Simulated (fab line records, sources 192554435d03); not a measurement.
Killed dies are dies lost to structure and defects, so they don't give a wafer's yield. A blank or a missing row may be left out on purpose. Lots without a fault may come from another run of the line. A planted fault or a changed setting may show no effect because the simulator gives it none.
Problem report in the 8D (eight disciplines) form, filled by code | flow n5_finfet | the parts of the form that need people (team, actions taken, sign-off) are left out

1. THE PROBLEM
RS_PWELL at N5_BEOL_M4_RC_MEAS_101 reads a mean of 3285 ohm/sq on 9 wafers of 3 lots; wafers without a fault read 3007 ohm/sq with a standard deviation of 24. That is +12 standard deviations from the usual mean.
First seen on wafer L440.1, day 13 02:10, on prober-02. The record holds 29 wafers of 10 lots with a number at this step. Rule for "out", or "out of limits": more than 4 standard deviations from the usual mean. The other wafers with a number count as sound.

2. WHAT IT IS AND WHAT IT IS NOT
question                    | is                     | is not
which readings at this step | RS_PWELL               | DIBL_N, DIBL_P, IOFF_N, IOFF_P, ION_N, ION_P, SS_P, VT_N
which lots                  | L439, L440, L441       | L419, L421, L422, L424, L430, L431, L433
which wafers of those lots  | all that have a number | -
read on which gauges        | prober-01, prober-02   | -
when                        | from day 13 02:10      | up to then (20 sound wafers)

3. SUSPECTS, AND WHAT RULES EACH OUT
Counting: a tool at a process step up to the reading stays a suspect if it ran every lot that is out and no sound lot after the first of them.
- the gauge at N5_BEOL_M4_RC_MEAS_101: ruled out. The wafers that are out were read on 2 gauges (prober-01, prober-02).
- implanter-02 at N5_WELL_APT_IMPLANT_31: kept. It ran every lot that is out, first L439 (day 6 15:22), and no sound lot after that; its last sound lot up to then is L433 (day 5 03:47). Its own readings are out on those wafers: beam_energy_keV.
Left after counting: implanter-02 at N5_WELL_APT_IMPLANT_31.

4. THE CAUSE (what the simulator had put in)
Process parameter drift: implanter-02, from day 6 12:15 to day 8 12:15, at N5_WELL_APT_IMPLANT_31. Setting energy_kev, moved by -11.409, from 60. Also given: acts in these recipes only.
Counting left only this tool.

5. THE CHAIN OF EFFECTS, in route order
Each row: a reading whose mean over the struck wafers that have a number lies more than 3 standard deviations from the usual. Only readings for which the record gives a usual standard deviation are gone through. hours: the time from each lot's start at the first step in this table that gives one to its start at this step, as a median over the lots. sigmas: the change in usual standard deviations.
hours | step                   | reading         | usual       | on struck wafers | change  | sigmas
0     | N5_WELL_APT_IMPLANT_31 | beam_energy_keV | 60.001      | 48.591           | -11.410 | -99 or more
158   | N5_BEOL_M4_RC_MEAS_101 | RS_PWELL        | 3007 ohm/sq | 3285             | +278    | +12
The process steps in it:
- N5_WELL_APT_IMPLANT_31

6. WHAT WOULD HAVE CAUGHT IT SOONER
In this record the first reading out of limits at a measuring or inspecting step was taken at day 13 02:10, 158 hours after the fault began at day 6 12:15.
The tool's own readings at N5_WELL_APT_IMPLANT_31 were out on every struck wafer that the step has a row for (beam_energy_keV): an alarm limit on them would have fired on the first of those.
All the lots that are out (3) had begun N5_WELL_APT_IMPLANT_31 on implanter-02 by day 13 02:10. A hold on the tool at that time would have spared none of them.
